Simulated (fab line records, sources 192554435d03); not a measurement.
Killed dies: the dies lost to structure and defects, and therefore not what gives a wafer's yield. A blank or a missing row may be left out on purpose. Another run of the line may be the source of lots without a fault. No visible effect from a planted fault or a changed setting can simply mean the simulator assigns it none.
fab line records + flow n5_finfet
[record]
- lots = 7
- wafers = 39
route steps=1938 shown DUMMY_GATE@228 GATE_CUT@469
start_h: hours from the record's first day to the start of the lot's first wafer shown + wait_h: hours since the lot's step before + " repeats the value in the row above + L1.1+2: one row covering several wafers at once + - either no value or no given start + * or withheld: withheld + < > ~ a bound
route shown NAME@n: names a module that has steps shown in the file, with the first one's number in the route + usual: average and standard deviation across the fault-free wafers + same: alike in all rows + chamber/n: place in a boat + sites: per-site readings + _std_site: the standard deviation of these + _edge_site: the outer-site mean with the inner-site mean subtracted + radius_mm: for every site, how far away it sits from the centre of the wafer + mask NAME#n: copy n + behind: the most recent tool/chamber to have shaped the wafer + hold: what put the lot on hold/how long, in hours/how the hold closed + device: the n, p or np transistor that did not switch + end of line: the same wafers' tests at the end of the route + step lacking rows: just its recipe + killed: dies that structure and defects cost at the first sort, which is not the same as the wafer's yield + map: a wafer's dies, marking killed ones x, the rest . and places with no die _
set.NAME: setting as actually run; set.NAME@STEP: the setting as run at that earlier step + model.NAME: the simulator's own value behind a step, which no gauge read
one table per step and one row per wafer, for lots whose settings were changed on purpose
[[steps]]
[step N5_DUMMY_GATE_EXPOSE_12]
[recipe]
- mask_id = GATE
- na = 0.33
- source_shape = annular
- sigma_inner = 0.2
- sigma_outer = 0.6
- polarization = unpolarized
- target_cd_nm = 25
- dose_mj = 34
| lot.wafer  | tool           | chamber | start_h | wait_h | mask   | set.dose_mj |
|------------|----------------|---------|---------|--------|--------|-------------|
| L075.1+5+6 | euv_scanner-02 | 0       | 54.11   | -      | GATE#0 | 36.37       |
| L075.2+3+4 | "              | 0       | "       | "      | GATE#0 | 34          |
| L082.1+2+6 | euv_scanner-01 | 0       | 96.57   | -      | GATE#0 | 34          |
| L082.3+4+5 | "              | 0       | "       | "      | GATE#0 | 31.65       |
| L084.1+5+6 | euv_scanner-01 | 0       | 107.68  | -      | GATE#0 | 34.73       |
| L084.2+3+4 | "              | 0       | "       | "      | GATE#0 | 34          |
| L087.1+3+6 | euv_scanner-02 | 0       | 125.63  | -      | GATE#0 | 34          |
| L087.2+4+5 | "              | 0       | "       | "      | GATE#0 | 32.78       |
| L093.1+3+5 | euv_scanner-01 | 0       | 161.32  | -      | GATE#0 | 34          |
| L093.2+4+6 | "              | 0       | "       | "      | GATE#0 | 32.31       |
| L095.1+3+4 | euv_scanner-02 | 0       | 171.99  | -      | GATE#0 | 33.04       |
| L095.2+5+6 | "              | 0       | "       | "      | GATE#0 | 34          |
| L097.1+3+5 | euv_scanner-02 | 0       | 185.37  | -      | GATE#0 | 34          |
[step N5_DUMMY_GATE_PEB_13]
[recipe]
- peb_temp_c = 100
- peb_time_s = 60
- resist = CAR-EUV
[step N5_DUMMY_GATE_DEVELOP_14]
[recipe]
- develop_time_s = 30
- developer = TMAH
- resist = CAR-EUV
- rinse_liquid = surfactant_rinse
- dry = air_spin
- dev_temp_c = 23
[step N5_DUMMY_GATE_CD_MEAS_15]
[recipe]
- target_cd_nm = 25.8
- landing_energy_ev = 500
- detector = se_inlens
[usual]
- cd_nm = 24.97/0.23
| lot.wafer | tool      | chamber | start_h | wait_h | set.dose_mj@DUMMY_GATE_EXPOSE_12 | cd_nm |
|-----------|-----------|---------|---------|--------|----------------------------------|-------|
| L075.1    | cd_sem-02 | 0       | 54.24   | -      | 36.37                            | 24.00 |
| L075.2    | "         | 0       | "       | "      | 34                               | 25.01 |
| L075.3    | "         | 0       | "       | "      | 34                               | 24.83 |
| L075.4    | "         | 0       | "       | "      | 34                               | 24.99 |
| L075.5    | "         | 0       | "       | "      | 36.37                            | 24.06 |
| L075.6    | "         | 0       | "       | "      | 36.37                            | 23.86 |
| L082.1    | cd_sem-03 | 0       | 96.70   | -      | 34                               | 24.82 |
| L082.2    | "         | 0       | "       | "      | 34                               | 25.29 |
| L082.3    | "         | 0       | "       | "      | 31.65                            | 26.80 |
| L082.4    | "         | 0       | "       | "      | 31.65                            | 26.38 |
| L082.5    | "         | 0       | "       | "      | 31.65                            | 26.30 |
| L082.6    | "         | 0       | "       | "      | 34                               | 25.01 |
| L084.1    | cd_sem-03 | 0       | 107.81  | -      | 34.73                            | 24.48 |
| L084.2    | "         | 0       | "       | "      | 34                               | 24.61 |
| L084.3    | "         | 0       | "       | "      | 34                               | 25.44 |
| L084.4    | "         | 0       | "       | "      | 34                               | 25.28 |
| L084.5    | "         | 0       | "       | "      | 34.73                            | 24.79 |
| L084.6    | "         | 0       | "       | "      | 34.73                            | 24.66 |
| L087.1    | cd_sem-02 | 0       | 125.75  | -      | 34                               | 24.93 |
| L087.2    | "         | 0       | "       | "      | 32.78                            | 25.44 |
| L087.3    | "         | 0       | "       | "      | 34                               | 24.76 |
| L087.4    | "         | 0       | "       | "      | 32.78                            | 25.36 |
| L087.5    | "         | 0       | "       | "      | 32.78                            | 25.59 |
| L087.6    | "         | 0       | "       | "      | 34                               | 25.06 |
| L093.1    | cd_sem-02 | 0       | 161.45  | -      | 34                               | 24.70 |
| L093.2    | "         | 0       | "       | "      | 32.31                            | 26.16 |
| L093.3    | "         | 0       | "       | "      | 34                               | 25.15 |
| L093.4    | "         | 0       | "       | "      | 32.31                            | 25.68 |
| L093.5    | "         | 0       | "       | "      | 34                               | 25.54 |
| L093.6    | "         | 0       | "       | "      | 32.31                            | 26.01 |
| L095.1    | cd_sem-01 | 0       | 172.12  | -      | 33.04                            | 25.66 |
| L095.2    | "         | 0       | "       | "      | 34                               | 25.04 |
| L095.3    | "         | 0       | "       | "      | 33.04                            | 25.84 |
| L095.4    | "         | 0       | "       | "      | 33.04                            | 25.65 |
| L095.5    | "         | 0       | "       | "      | 34                               | 25.09 |
| L095.6    | "         | 0       | "       | "      | 34                               | 24.78 |
| L097.1    | cd_sem-01 | 0       | 185.50  | -      | 34                               | 24.79 |
| L097.3    | "         | 0       | "       | "      | 34                               | 24.97 |
| L097.5    | "         | 0       | "       | "      | 34                               | 24.62 |
[step N5_DUMMY_GATE_STRIP_38]
[recipe]
- chemistry = N2/H2
- temp_c = 40
- n2_flow_sccm = 200
- h2_flow_sccm = 200
- rf_frequency_hz = 6e+07
[step N5_DUMMY_GATE_STRIP_39]
[recipe]
- chemistry = N2/H2
- temp_c = 40
- n2_flow_sccm = 200
- h2_flow_sccm = 200
- rf_frequency_hz = 6e+07
[step N5_DUMMY_GATE_TRIM_49]
[recipe]
- chemistry = O2
- resist = SOC
- time_s = 29
- target_cd_nm = 14
- source_power_w = 300
- bias_power_w = 0
- O2_flow_sccm = 100
- temp_c = 20
| lot.wafer  | tool      | chamber | start_h | wait_h | set.dose_mj@DUMMY_GATE_EXPOSE_12 | model.DUMMY_GATE.cd_nm |
|------------|-----------|---------|---------|--------|----------------------------------|------------------------|
| L075.1+5   | rie_si-06 | 1       | 54.59   | 0.0    | 36.37                            | 12.8                   |
| L075.2     | "         | 3       | "       | "      | 34                               | 13.4                   |
| L075.3     | "         | 2       | "       | "      | 34                               | 13.8                   |
| L075.4     | "         | 3       | "       | "      | 34                               | 13.6                   |
| L075.6     | "         | 2       | "       | "      | 36.37                            | 12.6                   |
| L082.1     | rie_si-01 | 1       | 97.79   | 0.0    | 34                               | 14.2                   |
| L082.2+6   | "         | 2,1     | "       | "      | 34                               | 13.8                   |
| L082.3     | "         | 0       | "       | "      | 31.65                            | 15.2                   |
| L082.4     | "         | 3       | "       | "      | 31.65                            | 15.4                   |
| L082.5     | "         | 2       | "       | "      | 31.65                            | 15.6                   |
| L084.1     | rie_si-04 | 0       | 108.17  | 0.0    | 34.73                            | 14                     |
| L084.2+3   | "         | 3,2     | "       | "      | 34                               | 14                     |
| L084.4     | "         | 1       | "       | "      | 34                               | 14.2                   |
| L084.5     | "         | 0       | "       | "      | 34.73                            | 14.4                   |
| L084.6     | "         | 1       | "       | "      | 34.73                            | 13.6                   |
| L087.1     | rie_si-04 | 2       | 126.11  | 0.0    | 34                               | 13.8                   |
| L087.2+4+5 | "         | 3,1,2   | "       | "      | 32.78                            | 14.4                   |
| L087.3     | "         | 0       | "       | "      | 34                               | 14.2                   |
| L087.6     | "         | 1       | "       | "      | 34                               | 13.6                   |
| L093.1     | rie_si-06 | 0       | 161.81  | 0.0    | 34                               | 14.4                   |
| L093.2+4   | "         | 2,3     | "       | "      | 32.31                            | 15                     |
| L093.3     | "         | 1       | "       | "      | 34                               | 14.6                   |
| L093.5     | "         | 2       | "       | "      | 34                               | 14                     |
| L093.6     | "         | 3       | "       | "      | 32.31                            | 14.8                   |
| L095.1+3   | rie_si-06 | 0,3     | 172.99  | 0.0    | 33.04                            | 14.4                   |
| L095.2     | "         | 1       | "       | "      | 34                               | 13.6                   |
| L095.4     | "         | 2       | "       | "      | 33.04                            | 14.2                   |
| L095.5     | "         | 1       | "       | "      | 34                               | 14.2                   |
| L095.6     | "         | 2       | "       | "      | 34                               | 14                     |
| L097.1     | rie_si-06 | 2       | 185.99  | 0.0    | 34                               | 13.8                   |
| L097.3     | "         | 1       | "       | "      | 34                               | 14                     |
| L097.5     | "         | 1       | "       | "      | 34                               | 13.4                   |
[step N5_GATE_CUT_ETCH_58]
[recipe]
- chemistry = CH3F/O2
- target = SiNx
- target_depth_a = 170
- time_s = 128.6
- ion_energy_ev = 50
- pressure_mtorr = 30
- source_w = 415
- bias_w = 21
- Ar_flow_sccm = 150
- CH3F_flow_sccm = 30
- O2_flow_sccm = 20
| lot.wafer | tool        | chamber | start_h | wait_h | set.time_s | model.etch.depth_nm |
|-----------|-------------|---------|---------|--------|------------|---------------------|
| L075.1    | rie_diel-02 | 3       | 89.52   | 0.1    | 128.6      | 17.49               |
| L075.2    | "           | 0       | "       | "      | 128.6      | 16.37               |
| L075.3+4  | "           | 2,1     | "       | "      | 111.3      | 14.62               |
| L075.5    | "           | 1       | "       | "      | 128.6      | 16.77               |
| L075.6    | "           | 2       | "       | "      | 111.3      | 14.82               |
| L082.1    | rie_diel-03 | 1       | 133.74  | 0.0    | 109        | 14.4                |
| L082.2    | "           | 2       | "       | "      | 128.6      | 16.83               |
| L082.3    | "           | 0       | "       | "      | 128.6      | 16.52               |
| L082.4    | "           | 0       | "       | "      | 128.6      | 16.63               |
| L082.5    | "           | 2       | "       | "      | 109        | 14.37               |
| L082.6    | "           | 1       | "       | "      | 109        | 14.47               |
| L084.1    | rie_diel-03 | 2       | 142.27  | 0.0    | 128.6      | 16.88               |
| L084.2    | "           | 1       | "       | "      | 145.6      | 19.27               |
| L084.3    | "           | 0       | "       | "      | 145.6      | 18.78               |
| L084.4    | "           | 2       | "       | "      | 128.6      | 16.96               |
| L084.5    | "           | 0       | "       | "      | 145.6      | 18.88               |
| L084.6    | "           | 1       | "       | "      | 128.6      | 17.11               |
| L087.1    | rie_diel-04 | 1       | 160.03  | 0.0    | 128.6      | 17.13               |
| L087.2    | "           | 0       | "       | "      | 128.6      | 16.77               |
| L087.3    | "           | 3       | "       | "      | 128.6      | 16.96               |
| L087.4    | "           | 2       | "       | "      | 128.6      | 16.68               |
| L087.5    | "           | 2       | "       | "      | 128.6      | 16.59               |
| L087.6    | "           | 3       | "       | "      | 128.6      | 16.98               |
| L093.1    | rie_diel-04 | 2       | 193.96  | 0.1    | 128.6      | 16.56               |
| L093.2    | "           | 3       | "       | "      | 128.6      | 17.17               |
| L093.3    | "           | 0       | "       | "      | 128.6      | 16.73               |
| L093.4    | "           | 1       | "       | "      | 128.6      | 17.32               |
| L093.5    | "           | 0       | "       | "      | 128.6      | 16.65               |
| L093.6    | "           | 1       | "       | "      | 128.6      | 17.3                |
| L095.1    | rie_diel-04 | 3       | 206.85  | 0.0    | 128.6      | 17.14               |
| L095.2    | "           | 0       | "       | "      | 128.6      | 16.61               |
| L095.3+6  | "           | 1       | "       | "      | 128.6      | 17.21               |
| L095.4    | "           | 2       | "       | "      | 128.6      | 16.67               |
| L095.5    | "           | 2       | "       | "      | 128.6      | 16.6                |
| L097.1    | rie_diel-03 | 1       | 222.52  | 0.1    | 128.6      | 16.74               |
| L097.3    | "           | 3       | "       | "      | 128.6      | 17.14               |
| L097.5    | "           | 3       | "       | "      | 128.6      | 17.04               |
[step N5_GATE_CUT_CUT_ETCH_54]
[recipe]
- chemistry = Cl2/BCl3
- target = TiN
- mask_material = SiO2
- target_depth_a = 967
- pressure_mtorr = 10
- icp_w = 1000
- bias_w = 126
- Cl2_flow_sccm = 53.25
- bcl3_flow_sccm = 21.75
- Ar_flow_sccm = 25
- ends = cleared
[usual]
- etch_rf_on_time_s = 37.1/0.76
| lot.wafer | tool         | chamber | start_h | wait_h | set.icp_w | etch_rf_on_time_s |
|-----------|--------------|---------|---------|--------|-----------|-------------------|
| L075.1    | rie_metal-02 | 1       | 94.10   | 0.0    | 1000      | 35.8              |
| L075.2    | "            | 0       | "       | "      | 1000      | 37.2              |
| L075.3    | "            | 0       | "       | "      | 1000      | 36.9              |
| L075.4    | "            | 1       | "       | "      | 1084      | 33.5              |
| L075.5    | "            | 1       | "       | "      | 1084      | 33.5              |
| L075.6    | "            | 0       | "       | "      | 1084      | 34.6              |
| L082.1    | rie_metal-01 | 1       | 138.11  | 0.0    | 1000      | 37.7              |
| L082.2    | "            | 0       | "       | "      | 1000      | 37.3              |
| L082.3    | "            | 1       | "       | "      | 1161      | 33.1              |
| L082.4    | "            | 0       | "       | "      | 1000      | 37.3              |
| L082.5    | "            | 1       | "       | "      | 1161      | 33.1              |
| L082.6    | "            | 0       | "       | "      | 1161      | 32.7              |
| L084.1    | rie_metal-03 | 0       | 146.35  | 0.0    | 1000      | 36.8              |
| L084.2    | "            | 1       | "       | "      | 1000      | 37.1              |
| L084.3    | "            | 1       | "       | "      | 817       | 44.6              |
| L084.4    | "            | 0       | "       | "      | 817       | 43.5              |
| L084.5    | "            | 0       | "       | "      | 1000      | 37.0              |
| L084.6    | "            | 1       | "       | "      | 817       | 44.3              |
| L087.1    | rie_metal-03 | 0       | 164.00  | 0.0    | 1000      | 36.6              |
| L087.2    | "            | 1       | "       | "      | 1000      | 37.0              |
| L087.3    | "            | 0       | "       | "      | 1000      | 36.5              |
| L087.4    | "            | 1       | "       | "      | 1000      | 37.6              |
| L087.5    | "            | 1       | "       | "      | 1000      | 37.4              |
| L087.6    | "            | 0       | "       | "      | 1000      | 36.8              |
| L093.1    | rie_metal-03 | 0       | 198.11  | 0.0    | 1000      | 36.5              |
| L093.2    | "            | 1       | "       | "      | 1126      | 33.6              |
| L093.3    | "            | 1       | "       | "      | 1000      | 37.0              |
| L093.4    | "            | 0       | "       | "      | 1000      | 36.3              |
| L093.5    | "            | 0       | "       | "      | 1126      | 32.7              |
| L093.6    | "            | 1       | "       | "      | 1126      | 33.1              |
| L095.1    | rie_metal-01 | 1       | 211.10  | 0.0    | 1000      | 38.0              |
| L095.2    | "            | 0       | "       | "      | 1000      | 37.8              |
| L095.3    | "            | 1       | "       | "      | 1000      | 37.8              |
| L095.4    | "            | 0       | "       | "      | 1000      | 38.0              |
| L095.5    | "            | 1       | "       | "      | 1000      | 37.9              |
| L095.6    | "            | 0       | "       | "      | 1000      | 37.8              |
| L097.1    | rie_metal-02 | 1       | 226.68  | 0.0    | 1000      | 36.1              |
| L097.3    | "            | 1       | "       | "      | 1000      | 36.1              |
| L097.5    | "            | 0       | "       | "      | 1000      | 37.3              |
[[key]]
[split]
- step = N5_DUMMY_GATE_EXPOSE_12
- setting = dose_mj
- stated = 34
- by = wafer
[response]
- step = N5_DUMMY_GATE_CD_MEAS_15
- reading = cd_nm
- change = -0.177
- per = 1%
- r = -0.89
[response]
- step = N5_DUMMY_GATE_TRIM_49
- reading = model.DUMMY_GATE.cd_nm
- change = -0.153
- per = 1%
- r = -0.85
[split]
- step = N5_GATE_CUT_ETCH_58
- setting = time_s
- stated = 128.6
- by = wafer
[response]
- step = N5_GATE_CUT_ETCH_58
- reading = model.etch.depth_nm
- change = +0.153
- per = 1%
- r = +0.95
[split]
- step = N5_GATE_CUT_CUT_ETCH_54
- setting = icp_w
- stated = 1000
- by = wafer
[response]
- step = N5_GATE_CUT_CUT_ETCH_54
- reading = etch_rf_on_time_s
- change = *
- per = 1%
- r = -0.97
